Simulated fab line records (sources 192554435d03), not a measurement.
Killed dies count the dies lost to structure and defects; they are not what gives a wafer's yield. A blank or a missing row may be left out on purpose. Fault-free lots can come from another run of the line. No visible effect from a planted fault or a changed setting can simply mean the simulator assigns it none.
Which of the tools did it? ; flow n5 finfet ; 10 lots with 29 wafers sampled at 5 steps, on a route of 1938 steps

## WHAT THE GAUGES SHOWED, per wafer
N5_MOL_CONTACT_COAG_INSPECT_10: inspects for defects (brightfield). Usual: raw defect count at 78, with a standard deviation of 29.
lot;measured;on;raw defect count;flag
L347;day 4 20:56;defect inspect-02;78 56 48;
L352;day 6 06:50;defect inspect-02;27 102 86;
L353;day 6 10:48;defect inspect-01;58 69 98;
L354;day 6 15:13;defect inspect-01;38 45 54;
L355;day 6 22:04;defect inspect-02;68 69 93;
L356;day 7 02:17;defect inspect-01;65 107 59;
L359;day 7 23:50;defect inspect-02;66 78 50;
L360;day 8 04:28;defect inspect-02;62 65 57;
L361;day 8 08:28;defect inspect-02;79 51;
L368;day 10 05:30;defect inspect-01;104 70 141;

N5_BEOL_M4_RC_MEAS_101. Usual: DIBL_N 36.5 mV/V, standard deviation 1.8; DIBL_P 36.5 mV/V, standard deviation 2.1; IOFF_N 0.17 nA/um, standard deviation 0.031; IOFF_P 0.22 nA/um, standard deviation 0.036; ION_N 677 uA/um, standard deviation 11; ION_P 463 uA/um, standard deviation 8; SS_N 71.6 mV/dec, standard deviation 0.61; SS_P 73.3 mV/dec, standard deviation 0.63; VT_N 249 mV, standard deviation 3.1; VT_P -250 mV, standard deviation 3.3.
lot;measured;on;DIBL_N (mV/V);DIBL_P (mV/V);IOFF_N (nA/um);IOFF_P (nA/um);ION_N (uA/um);ION_P (uA/um);SS_N (mV/dec);SS_P (mV/dec);VT_N (mV);VT_P (mV);flag
L347;day 8 08:12;prober-01;37.0 34.9 37.0;37.2 34.1 35.9;0.18 0.14 0.17;0.21 0.16 0.19;689 662 683;466 451 453;71.7 70.4 71.9;73.5 72.6 73.4;244 251 248;-254 -255 -254;
L352;day 9 20:15;prober-02;35.0 35.7 33.9;35.6 36.2 34.9;0.13 0.15 0.13;0.19 0.20 0.18;667 678 675;465 467 463;70.8 71.3 70.9;73.1 73.9 72.5;249 249 251;-251 -253 -251;
L353;day 9 19:58;prober-01;36.8 33.8 35.6;35.8 32.8 34.7;0.16 0.12 0.15;0.21 0.16 0.19;675 673 670;460 459 461;71.4 71.0 71.0;73.3 72.4 72.5;248 251 249;-249 -254 -248;
L354;day 10 03:37;prober-02;35.0 35.3 36.3;34.7 34.6 35.7;0.15 0.16 0.16;0.20 0.20 0.21;676 677 678;462 465 462;71.1 70.5 71.2;73.3 72.5 73.3;247 246 250;-251 -251 -251;
L355;day 10 03:55;prober-01;35.8 34.3 36.0;36.4 34.1 36.2;0.17 0.15 0.17;0.23 0.21 0.24;672 671 672;466 465 467;71.5 70.8 71.8;73.6 72.8 74.1;248 246 248;-248 -248 -245;
L356;day 10 20:40;prober-01;36.4 38.2 37.4;35.0 36.7 35.6;0.18 0.20 0.20;0.20 0.22 0.21;679 675 672;454 452 452;71.9 72.8 71.6;72.7 73.5 73.1;246 248 246;-252 -250 -252;
L359;day 11 07:36;prober-02;38.1 38.4 34.5;37.8 38.9 34.7;0.17 0.19 0.12;0.20 0.23 0.16;675 684 672;452 464 462;72.2 72.9 71.4;73.4 74.0 73.6;251 248 252;-251 -251 -255;
L360;day 11 12:56;prober-01;35.1 37.4 35.0;35.0 38.1 35.1;0.14 0.18 0.14;0.20 0.25 0.21;675 676 684;470 462 471;71.0 71.0 71.4;72.8 73.8 72.9;250 248 249;-250 -248 -249;
L361;day 12 01:16;prober-01;38.7 37.8;39.2 38.0;0.20 0.18;0.24 0.21;682 691;463 462;71.7 71.4;74.4 73.2;247 250;-250 -254;
L368;day 14 00:46;prober-02;36.9 38.9 35.3;37.0 39.9 35.8;0.17 0.21 0.16;0.25 0.29 0.22;673 687 683;465 476 472;71.8 72.7 71.2;73.1 73.8 72.8;247 247 250;-246 -243 -248;

## EACH LOT AND THE TOOL THAT RAN IT (in order: tool; ch and the chambers of the sampled wafers; start)
lot;N5_MOL_CONTACT_COAG_ETCH_105;N5_MOL_CONTACT_COAG_ALD_20;N5_MOL_CONTACT_COAG_CO_FILL_22
L347;rie diel-05 ch 1,3, day 4 21:17;ald metal-04 ch 1,2,3, day 4 23:47;cvd co-02 ch 0,2, day 5 01:32
L352;rie diel-05 ch 0,2, day 6 06:55;ald metal-04 ch 0,1,3, day 6 07:55;cvd co-01 ch 0,2, day 6 10:11
L353;rie diel-05 ch 0,1, day 6 11:11;ald metal-01 ch 0,1,3, day 6 12:15;cvd co-02 ch 0,2, day 6 14:41
L354;rie diel-03 ch 0,1,2, day 6 15:23;ald metal-01 ch 0,2,3, day 6 16:19;cvd co-02 ch 0,1,2, day 6 18:22
L355;rie diel-05 ch 0,2, day 6 22:26;ald metal-04 ch 1,2, day 6 23:29;cvd co-01 ch 0,1, day 7 01:41
L356;rie diel-03 ch 0,2, day 7 02:35;ald metal-01 ch 2,3, day 7 04:34;cvd co-01 ch 0,1,2, day 7 05:55
L359;rie diel-04 ch 1,2,3, day 7 23:56;ald metal-04 ch 0,3, day 8 02:14;cvd co-02 ch 1,2, day 8 04:10
L360;rie diel-03 ch 0,2, day 8 04:40;ald metal-01 ch 0,2,3, day 8 07:18;cvd co-01 ch 0,1, day 8 08:52
L361;rie diel-04 ch 0,1, day 8 08:33;ald metal-01 ch 1, day 8 09:29;cvd co-02 ch 0,2, day 8 10:25
L368;rie diel-04 ch 1,2,3, day 10 05:35;ald metal-03 ch 0,1,2, day 10 08:15;cvd co-02 ch 0,1,2, day 10 09:35
- N5_MOL_CONTACT_COAG_ETCH_105: etches SiARC in CF4, target depth 15.6 nm, time 26 s.
- N5_MOL_CONTACT_COAG_ALD_20: deposits TiN, target thk 1.5 nm, pulse time 1 s, purge time 3 s.
- N5_MOL_CONTACT_COAG_CO_FILL_22: material Co, precursor CCTBA/H2, target thk 20 nm.

## WHAT THE TOOLS THEMSELVES READ (means of the sampled wafers that have a number; where no wafer has one, the mark that the record gives instead)
N5_MOL_CONTACT_COAG_ETCH_105. Usual: drypump motor current A 5.8 A, standard deviation 0.35; etch rf on time s 26.3 s, standard deviation 0.59; oes product au 0.67 a.u., standard deviation 0.085; rf vpp V 184.2 V, standard deviation 1.1; showerhead plenum p Torr 2.15 Torr, standard deviation 0.078; throttle valve pct 15.56 %, standard deviation 0.21.
lot;tool;drypump motor current A (A);etch rf on time s (s);oes product au (a.u.);rf vpp V (V);showerhead plenum p Torr (Torr);throttle valve pct (%);flag
L347;rie diel-05;5.7;26.0;0.62;183.7;2.10;15.56;
L352;rie diel-05;5.6;26.2;0.79;185.3;2.28;15.36;
L353;rie diel-05;6.3;27.1;0.66;184.7;2.19;15.64;
L354;rie diel-03;5.8;26.5;0.65;183.8;2.14;15.49;
L355;rie diel-05;6.1;26.2;0.73;184.3;2.27;15.53;
L356;rie diel-03;5.8;27.2;0.59;184.6;2.15;15.45;
L359;rie diel-04;5.8;25.9;0.65;185.2;2.14;15.61;
L360;rie diel-03;5.9;27.1;0.59;183.6;2.10;15.56;
L361;rie diel-04;6.2;25.5;0.67;184.5;2.19;15.80;
L368;rie diel-04;5.8;25.8;0.70;184.0;2.13;15.49;

N5_MOL_CONTACT_COAG_ALD_20. Usual: heater power outer w 535 W, standard deviation 51; heater power w 870 W, standard deviation 75; precursor pulse height rel 1.003, standard deviation 0.019.
lot;tool;heater power outer w (W);heater power w (W);precursor pulse height rel;flag
L347;ald metal-04;545;904;1.017;
L352;ald metal-04;566;900;1.002;
L353;ald metal-01;543;874;0.994;
L354;ald metal-01;550;873;0.990;
L355;ald metal-04;521;844;1.014;
L356;ald metal-01;503;812;0.981;
L359;ald metal-04;591;960;0.988;
L360;ald metal-01;545;867;1.001;
L361;ald metal-01;493;838;0.999;
L368;ald metal-03;526;869;1.003;

N5_MOL_CONTACT_COAG_CO_FILL_22. Usual: heater power outer w 124 W, standard deviation 12; heater power w 238 W, standard deviation 22.
lot;tool;heater power outer w (W);heater power w (W);flag
L347;cvd co-02;142;272;
L352;cvd co-01;116;222;
L353;cvd co-02;137;260;
L354;cvd co-02;133;258;
L355;cvd co-01;117;222;
L356;cvd co-01;116;222;
L359;cvd co-02;129;254;
L360;cvd co-01;116;215;
L361;cvd co-02;142;266;
L368;cvd co-02;133;255;

## THE ANSWER, worked out from the rows above alone
Rule: a lot is off if the mean of its wafers that have a number lies more than 3 standard deviations from the usual mean. A lot without any number at a reading at which 4 lots or more have one is off too. Where the step has rows for the other lots, those lots are counted as sound. After the gauges, taken in route order, come the tools' own readings; for these a lot's mean is taken, as printed above. At the first step where some lot is off, the reading lying furthest off is the one used; lots without a number count as furthest.
No lot is off on any of the readings shown, so nothing can be concluded from this.

## WHAT HAD BEEN PUT IN BY THE SIMULATOR
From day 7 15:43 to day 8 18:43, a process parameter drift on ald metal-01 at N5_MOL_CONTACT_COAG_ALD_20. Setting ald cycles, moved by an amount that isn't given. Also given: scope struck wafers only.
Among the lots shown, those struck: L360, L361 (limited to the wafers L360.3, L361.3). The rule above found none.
